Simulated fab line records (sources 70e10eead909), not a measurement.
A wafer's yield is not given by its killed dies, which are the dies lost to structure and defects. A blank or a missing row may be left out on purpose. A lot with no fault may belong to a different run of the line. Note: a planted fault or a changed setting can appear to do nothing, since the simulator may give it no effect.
Which tool did it? || flow nand_harc || 24 lots, 72 wafers sampled, at 4 steps of a route of 1159

WHAT THE GAUGES SHOWED, per wafer
NHARC_P_BONDPAD_CD_MEAS_09: target cd 500 nm. Usual: 500.1 nm for cd_nm, sd 1.8.
{"lot": "L074", "measured": "day 6 08:59", "on": "cd_sem-01", "cd_nm (nm)": "500.5 499.4 501.7", "flag": ""}
{"lot": "L075", "measured": "day 6 10:56", "on": "cd_sem-03", "cd_nm (nm)": "501.6 497.0 501.3", "flag": ""}
{"lot": "L076", "measured": "day 6 22:33", "on": "cd_sem-01", "cd_nm (nm)": "496.2 498.9 498.3", "flag": ""}
{"lot": "L077", "measured": "day 7 01:57", "on": "cd_sem-02", "cd_nm (nm)": "499.1 502.2 501.6", "flag": ""}
{"lot": "L078", "measured": "day 7 14:23", "on": "cd_sem-03", "cd_nm (nm)": "502.4 502.2 500.4", "flag": ""}
{"lot": "L079", "measured": "day 7 15:22", "on": "cd_sem-03", "cd_nm (nm)": "500.8 503.8 502.4", "flag": ""}
{"lot": "L081", "measured": "day 7 21:05", "on": "cd_sem-03", "cd_nm (nm)": "501.2 500.6 500.6", "flag": ""}
{"lot": "L080", "measured": "day 7 22:38", "on": "cd_sem-02", "cd_nm (nm)": "500.0 500.0 502.0", "flag": ""}
{"lot": "L083", "measured": "day 8 12:52", "on": "cd_sem-03", "cd_nm (nm)": "500.9 502.4 501.2", "flag": ""}
{"lot": "L082", "measured": "day 8 15:44", "on": "cd_sem-01", "cd_nm (nm)": "495.5 500.5 498.3", "flag": ""}
{"lot": "L084", "measured": "day 8 23:58", "on": "cd_sem-02", "cd_nm (nm)": "499.1 501.2 499.8", "flag": ""}
{"lot": "L085", "measured": "day 9 14:16", "on": "cd_sem-01", "cd_nm (nm)": "499.9 499.4 498.5", "flag": ""}
{"lot": "L086", "measured": "day 9 15:30", "on": "cd_sem-02", "cd_nm (nm)": "501.4 500.4 501.3", "flag": ""}
{"lot": "L087", "measured": "day 9 20:22", "on": "cd_sem-03", "cd_nm (nm)": "497.6 503.5 501.0", "flag": ""}
{"lot": "L088", "measured": "day 9 22:16", "on": "cd_sem-03", "cd_nm (nm)": "502.1 503.4 502.2", "flag": ""}
{"lot": "L090", "measured": "day 10 13:53", "on": "cd_sem-03", "cd_nm (nm)": "501.5 502.9 501.7", "flag": ""}
{"lot": "L089", "measured": "day 10 14:29", "on": "cd_sem-02", "cd_nm (nm)": "497.0 498.1 500.1", "flag": ""}
{"lot": "L092", "measured": "day 10 18:41", "on": "cd_sem-02", "cd_nm (nm)": "499.2 498.7 501.1", "flag": ""}
{"lot": "L091", "measured": "day 10 18:55", "on": "cd_sem-02", "cd_nm (nm)": "501.4 500.1 498.7", "flag": ""}
{"lot": "L093", "measured": "day 10 23:40", "on": "cd_sem-03", "cd_nm (nm)": "501.3 498.6 500.3", "flag": ""}
{"lot": "L094", "measured": "day 11 07:22", "on": "cd_sem-03", "cd_nm (nm)": "501.7 503.4 500.1", "flag": ""}
{"lot": "L095", "measured": "day 11 13:28", "on": "cd_sem-02", "cd_nm (nm)": "501.0 497.4 500.8", "flag": ""}
{"lot": "L096", "measured": "day 11 14:58", "on": "cd_sem-01", "cd_nm (nm)": "499.5 495.1 501.8", "flag": ""}
{"lot": "L097", "measured": "day 12 03:21", "on": "cd_sem-02", "cd_nm (nm)": "497.9 497.5 497.8", "flag": ""}

TOOL THAT RAN EACH LOT (tool first, then ch and the chambers of the sampled wafers, then the start)
{"lot": "L074", "NHARC_P_M2_DEGAS_29": "pvd_sputter-01, day 6 05:40", "NHARC_P_M2_DEP_33": "pecvd-02 ch 1,2, day 6 07:25", "NHARC_P_BONDPAD_CMP_32": "cmp-02 ch 0,1,3, day 6 08:14"}
{"lot": "L075", "NHARC_P_M2_DEGAS_29": "pvd_sputter-02, day 6 07:45", "NHARC_P_M2_DEP_33": "pecvd-03 ch 0,1,2, day 6 09:29", "NHARC_P_BONDPAD_CMP_32": "cmp-03 ch 0,2,3, day 6 10:16"}
{"lot": "L076", "NHARC_P_M2_DEGAS_29": "pvd_sputter-02, day 6 19:11", "NHARC_P_M2_DEP_33": "pecvd-03 ch 0,1,2, day 6 20:54", "NHARC_P_BONDPAD_CMP_32": "cmp-02 ch 0,1,3, day 6 21:47"}
{"lot": "L077", "NHARC_P_M2_DEGAS_29": "pvd_sputter-02, day 6 22:36", "NHARC_P_M2_DEP_33": "pecvd-03 ch 0,1,2, day 7 00:19", "NHARC_P_BONDPAD_CMP_32": "cmp-01 ch 0,1, day 7 01:09"}
{"lot": "L078", "NHARC_P_M2_DEGAS_29": "pvd_sputter-02, day 7 09:13", "NHARC_P_M2_DEP_33": "pecvd-04 ch 1,2, day 7 12:38", "NHARC_P_BONDPAD_CMP_32": "cmp-02 ch 2,3, day 7 13:35"}
{"lot": "L079", "NHARC_P_M2_DEGAS_29": "pvd_sputter-03, day 7 09:55", "NHARC_P_M2_DEP_33": "pecvd-04 ch 0,1,2, day 7 13:38", "NHARC_P_BONDPAD_CMP_32": "cmp-03 ch 0,1,3, day 7 14:34"}
{"lot": "L081", "NHARC_P_M2_DEGAS_29": "pvd_sputter-03, day 7 17:44", "NHARC_P_M2_DEP_33": "pecvd-03 ch 0,1,2, day 7 19:27", "NHARC_P_BONDPAD_CMP_32": "cmp-02 ch 1,2,3, day 7 20:17"}
{"lot": "L080", "NHARC_P_M2_DEGAS_29": "pvd_sputter-02, day 7 19:26", "NHARC_P_M2_DEP_33": "pecvd-03 ch 0,2, day 7 21:11", "NHARC_P_BONDPAD_CMP_32": "cmp-03 ch 1,2,3, day 7 22:00"}
{"lot": "L083", "NHARC_P_M2_DEGAS_29": "pvd_sputter-03, day 8 09:41", "NHARC_P_M2_DEP_33": "pecvd-03 ch 0,1, day 8 11:26", "NHARC_P_BONDPAD_CMP_32": "cmp-03 ch 0,1, day 8 12:11"}
{"lot": "L082", "NHARC_P_M2_DEGAS_29": "pvd_sputter-01, day 8 12:24", "NHARC_P_M2_DEP_33": "pecvd-02 ch 0,1,2, day 8 14:08", "NHARC_P_BONDPAD_CMP_32": "cmp-03 ch 0,1,3, day 8 14:59"}
{"lot": "L084", "NHARC_P_M2_DEGAS_29": "pvd_sputter-03, day 8 20:29", "NHARC_P_M2_DEP_33": "pecvd-04 ch 0,1,2, day 8 22:34", "NHARC_P_BONDPAD_CMP_32": "cmp-02 ch 0,1, day 8 23:16"}
{"lot": "L085", "NHARC_P_M2_DEGAS_29": "pvd_sputter-03, day 9 10:48", "NHARC_P_M2_DEP_33": "pecvd-02 ch 0,1,2, day 9 12:47", "NHARC_P_BONDPAD_CMP_32": "cmp-03 ch 1,3, day 9 13:37"}
{"lot": "L086", "NHARC_P_M2_DEGAS_29": "pvd_sputter-02, day 9 12:06", "NHARC_P_M2_DEP_33": "pecvd-02 ch 0,1,2, day 9 13:48", "NHARC_P_BONDPAD_CMP_32": "cmp-03 ch 0,1,3, day 9 14:41"}
{"lot": "L087", "NHARC_P_M2_DEGAS_29": "pvd_sputter-01, day 9 17:02", "NHARC_P_M2_DEP_33": "pecvd-02 ch 0,1, day 9 18:46", "NHARC_P_BONDPAD_CMP_32": "cmp-02 ch 0,2, day 9 19:32"}
{"lot": "L088", "NHARC_P_M2_DEGAS_29": "pvd_sputter-02, day 9 19:03", "NHARC_P_M2_DEP_33": "pecvd-02 ch 0,1, day 9 20:46", "NHARC_P_BONDPAD_CMP_32": "cmp-03 ch 0,2,3, day 9 21:39"}
{"lot": "L090", "NHARC_P_M2_DEGAS_29": "pvd_sputter-02, day 10 10:31", "NHARC_P_M2_DEP_33": "pecvd-04 ch 0,1,2, day 10 12:18", "NHARC_P_BONDPAD_CMP_32": "cmp-01 ch 1,2,3, day 10 13:14"}
{"lot": "L089", "NHARC_P_M2_DEGAS_29": "pvd_sputter-01, day 10 10:51", "NHARC_P_M2_DEP_33": "pecvd-02 ch 0,1, day 10 13:02", "NHARC_P_BONDPAD_CMP_32": "cmp-02 ch 1,2,3, day 10 13:47"}
{"lot": "L092", "NHARC_P_M2_DEGAS_29": "pvd_sputter-01, day 10 15:04", "NHARC_P_M2_DEP_33": "pecvd-03 ch 0,1, day 10 16:59", "NHARC_P_BONDPAD_CMP_32": "cmp-03 ch 0,1, day 10 17:49"}
{"lot": "L091", "NHARC_P_M2_DEGAS_29": "pvd_sputter-01, day 10 15:07", "NHARC_P_M2_DEP_33": "pecvd-04 ch 0,2, day 10 17:05", "NHARC_P_BONDPAD_CMP_32": "cmp-02 ch 0,1, day 10 18:04"}
{"lot": "L093", "NHARC_P_M2_DEGAS_29": "pvd_sputter-03, day 10 20:28", "NHARC_P_M2_DEP_33": "pecvd-03 ch 0,1,2, day 10 22:13", "NHARC_P_BONDPAD_CMP_32": "cmp-02 ch 0,2, day 10 22:58"}
{"lot": "L094", "NHARC_P_M2_DEGAS_29": "pvd_sputter-02, day 11 04:04", "NHARC_P_M2_DEP_33": "pecvd-03 ch 0,1,2, day 11 05:48", "NHARC_P_BONDPAD_CMP_32": "cmp-01 ch 0,1,2, day 11 06:33"}
{"lot": "L095", "NHARC_P_M2_DEGAS_29": "pvd_sputter-01, day 11 10:07", "NHARC_P_M2_DEP_33": "pecvd-03 ch 0,1, day 11 11:52", "NHARC_P_BONDPAD_CMP_32": "cmp-01 ch 1,2,3, day 11 12:48"}
{"lot": "L096", "NHARC_P_M2_DEGAS_29": "pvd_sputter-02, day 11 11:28", "NHARC_P_M2_DEP_33": "pecvd-02 ch 0,1, day 11 13:12", "NHARC_P_BONDPAD_CMP_32": "cmp-01 ch 0,1,3, day 11 14:12"}
{"lot": "L097", "NHARC_P_M2_DEGAS_29": "pvd_sputter-03, day 12 00:02", "NHARC_P_M2_DEP_33": "pecvd-03 ch 1,2, day 12 01:47", "NHARC_P_BONDPAD_CMP_32": "cmp-01 ch 0,1,3, day 12 02:32"}
- NHARC_P_M2_DEGAS_29: time 60 s.
- NHARC_P_M2_DEP_33: deposits SiCN, target thk 30 nm.
- NHARC_P_BONDPAD_CMP_32: polishes SiCN, target thk 200 nm.

AS READ BY THE TOOLS THEMSELVES (means over the sampled wafers that have a number; for cases with no such wafer, the mark the record gives instead)
NHARC_P_M2_DEGAS_29. Usual: 338 W for heater_power_w, sd 50.
{"lot": "L074", "tool": "pvd_sputter-01", "heater_power_w (W)": 373, "flag": ""}
{"lot": "L075", "tool": "pvd_sputter-02", "heater_power_w (W)": 305, "flag": ""}
{"lot": "L076", "tool": "pvd_sputter-02", "heater_power_w (W)": 342, "flag": ""}
{"lot": "L077", "tool": "pvd_sputter-02", "heater_power_w (W)": 290, "flag": ""}
{"lot": "L078", "tool": "pvd_sputter-02", "heater_power_w (W)": 300, "flag": ""}
{"lot": "L079", "tool": "pvd_sputter-03", "heater_power_w (W)": 383, "flag": ""}
{"lot": "L081", "tool": "pvd_sputter-03", "heater_power_w (W)": 343, "flag": ""}
{"lot": "L080", "tool": "pvd_sputter-02", "heater_power_w (W)": 352, "flag": ""}
{"lot": "L083", "tool": "pvd_sputter-03", "heater_power_w (W)": 340, "flag": ""}
{"lot": "L082", "tool": "pvd_sputter-01", "heater_power_w (W)": 334, "flag": ""}
{"lot": "L084", "tool": "pvd_sputter-03", "heater_power_w (W)": 345, "flag": ""}
{"lot": "L085", "tool": "pvd_sputter-03", "heater_power_w (W)": 328, "flag": ""}
{"lot": "L086", "tool": "pvd_sputter-02", "heater_power_w (W)": 323, "flag": ""}
{"lot": "L087", "tool": "pvd_sputter-01", "heater_power_w (W)": 341, "flag": ""}
{"lot": "L088", "tool": "pvd_sputter-02", "heater_power_w (W)": 302, "flag": ""}
{"lot": "L090", "tool": "pvd_sputter-02", "heater_power_w (W)": 341, "flag": ""}
{"lot": "L089", "tool": "pvd_sputter-01", "heater_power_w (W)": 347, "flag": ""}
{"lot": "L092", "tool": "pvd_sputter-01", "heater_power_w (W)": 338, "flag": ""}
{"lot": "L091", "tool": "pvd_sputter-01", "heater_power_w (W)": 350, "flag": ""}
{"lot": "L093", "tool": "pvd_sputter-03", "heater_power_w (W)": 350, "flag": ""}
{"lot": "L094", "tool": "pvd_sputter-02", "heater_power_w (W)": 289, "flag": ""}
{"lot": "L095", "tool": "pvd_sputter-01", "heater_power_w (W)": 390, "flag": ""}
{"lot": "L096", "tool": "pvd_sputter-02", "heater_power_w (W)": 318, "flag": ""}
{"lot": "L097", "tool": "pvd_sputter-03", "heater_power_w (W)": 342, "flag": ""}

NHARC_P_M2_DEP_33. Usual: 560 W for heater_power_w, sd 91.
{"lot": "L074", "tool": "pecvd-02", "heater_power_w (W)": 698, "flag": ""}
{"lot": "L075", "tool": "pecvd-03", "heater_power_w (W)": 544, "flag": ""}
{"lot": "L076", "tool": "pecvd-03", "heater_power_w (W)": 564, "flag": ""}
{"lot": "L077", "tool": "pecvd-03", "heater_power_w (W)": 552, "flag": ""}
{"lot": "L078", "tool": "pecvd-04", "heater_power_w (W)": 500, "flag": ""}
{"lot": "L079", "tool": "pecvd-04", "heater_power_w (W)": 534, "flag": ""}
{"lot": "L081", "tool": "pecvd-03", "heater_power_w (W)": 545, "flag": ""}
{"lot": "L080", "tool": "pecvd-03", "heater_power_w (W)": 577, "flag": ""}
{"lot": "L083", "tool": "pecvd-03", "heater_power_w (W)": 568, "flag": ""}
{"lot": "L082", "tool": "pecvd-02", "heater_power_w (W)": 567, "flag": ""}
{"lot": "L084", "tool": "pecvd-04", "heater_power_w (W)": 555, "flag": ""}
{"lot": "L085", "tool": "pecvd-02", "heater_power_w (W)": 622, "flag": ""}
{"lot": "L086", "tool": "pecvd-02", "heater_power_w (W)": 633, "flag": ""}
{"lot": "L087", "tool": "pecvd-02", "heater_power_w (W)": 508, "flag": ""}
{"lot": "L088", "tool": "pecvd-02", "heater_power_w (W)": 584, "flag": ""}
{"lot": "L090", "tool": "pecvd-04", "heater_power_w (W)": 512, "flag": ""}
{"lot": "L089", "tool": "pecvd-02", "heater_power_w (W)": 555, "flag": ""}
{"lot": "L092", "tool": "pecvd-03", "heater_power_w (W)": 589, "flag": ""}
{"lot": "L091", "tool": "pecvd-04", "heater_power_w (W)": 506, "flag": ""}
{"lot": "L093", "tool": "pecvd-03", "heater_power_w (W)": 523, "flag": ""}
{"lot": "L094", "tool": "pecvd-03", "heater_power_w (W)": 558, "flag": ""}
{"lot": "L095", "tool": "pecvd-03", "heater_power_w (W)": 610, "flag": ""}
{"lot": "L096", "tool": "pecvd-02", "heater_power_w (W)": 535, "flag": ""}
{"lot": "L097", "tool": "pecvd-03", "heater_power_w (W)": 503, "flag": ""}

NHARC_P_BONDPAD_CMP_32. Usual: motor_current_A 12.0 A, standard deviation 1.3; retaining_ring_pressure_frac 1.000, standard deviation 0.0052.
{"lot": "L074", "tool": "cmp-02", "motor_current_A (A)": 10.7, "retaining_ring_pressure_frac": 1.000, "flag": ""}
{"lot": "L075", "tool": "cmp-03", "motor_current_A (A)": 12.6, "retaining_ring_pressure_frac": 1.001, "flag": ""}
{"lot": "L076", "tool": "cmp-02", "motor_current_A (A)": 11.2, "retaining_ring_pressure_frac": 1.004, "flag": ""}
{"lot": "L077", "tool": "cmp-01", "motor_current_A (A)": 12.3, "retaining_ring_pressure_frac": 0.999, "flag": ""}
{"lot": "L078", "tool": "cmp-02", "motor_current_A (A)": 11.4, "retaining_ring_pressure_frac": 0.995, "flag": ""}
{"lot": "L079", "tool": "cmp-03", "motor_current_A (A)": 12.8, "retaining_ring_pressure_frac": 0.994, "flag": ""}
{"lot": "L081", "tool": "cmp-02", "motor_current_A (A)": 10.4, "retaining_ring_pressure_frac": 1.000, "flag": ""}
{"lot": "L080", "tool": "cmp-03", "motor_current_A (A)": 13.4, "retaining_ring_pressure_frac": 0.999, "flag": ""}
{"lot": "L083", "tool": "cmp-03", "motor_current_A (A)": 12.8, "retaining_ring_pressure_frac": 1.004, "flag": ""}
{"lot": "L082", "tool": "cmp-03", "motor_current_A (A)": 13.3, "retaining_ring_pressure_frac": 1.000, "flag": ""}
{"lot": "L084", "tool": "cmp-02", "motor_current_A (A)": 10.8, "retaining_ring_pressure_frac": 1.002, "flag": ""}
{"lot": "L085", "tool": "cmp-03", "motor_current_A (A)": 13.4, "retaining_ring_pressure_frac": 0.999, "flag": ""}
{"lot": "L086", "tool": "cmp-03", "motor_current_A (A)": 13.2, "retaining_ring_pressure_frac": 1.002, "flag": ""}
{"lot": "L087", "tool": "cmp-02", "motor_current_A (A)": 10.6, "retaining_ring_pressure_frac": 1.007, "flag": ""}
{"lot": "L088", "tool": "cmp-03", "motor_current_A (A)": 13.1, "retaining_ring_pressure_frac": 1.001, "flag": ""}
{"lot": "L090", "tool": "cmp-01", "motor_current_A (A)": 12.6, "retaining_ring_pressure_frac": 0.998, "flag": ""}
{"lot": "L089", "tool": "cmp-02", "motor_current_A (A)": 10.6, "retaining_ring_pressure_frac": 0.995, "flag": ""}
{"lot": "L092", "tool": "cmp-03", "motor_current_A (A)": 12.9, "retaining_ring_pressure_frac": 1.000, "flag": ""}
{"lot": "L091", "tool": "cmp-02", "motor_current_A (A)": 10.3, "retaining_ring_pressure_frac": 0.998, "flag": ""}
{"lot": "L093", "tool": "cmp-02", "motor_current_A (A)": 10.6, "retaining_ring_pressure_frac": 0.999, "flag": ""}
{"lot": "L094", "tool": "cmp-01", "motor_current_A (A)": 12.5, "retaining_ring_pressure_frac": 0.996, "flag": ""}
{"lot": "L095", "tool": "cmp-01", "motor_current_A (A)": 12.1, "retaining_ring_pressure_frac": 1.001, "flag": ""}
{"lot": "L096", "tool": "cmp-01", "motor_current_A (A)": 12.1, "retaining_ring_pressure_frac": 1.002, "flag": ""}
{"lot": "L097", "tool": "cmp-01", "motor_current_A (A)": 12.3, "retaining_ring_pressure_frac": 0.997, "flag": ""}

THE ANSWER, worked out from the rows above alone
Rule: a lot is off if the mean of its wafers that have a number lies more than 3 standard deviations from the usual mean. A lot without any number at a reading at which 4 lots or more have one is off too. All remaining lots with rows at the step are treated as sound. First the gauges in route order, then the tools' own readings, where a lot's mean is used as printed above. At the first step where some lot is off, the reading lying furthest off is the one used; lots without a number count as furthest.
No lot is off at any reading shown: from this, nothing can be told.

WHAT THE SIMULATOR HAD PUT IN
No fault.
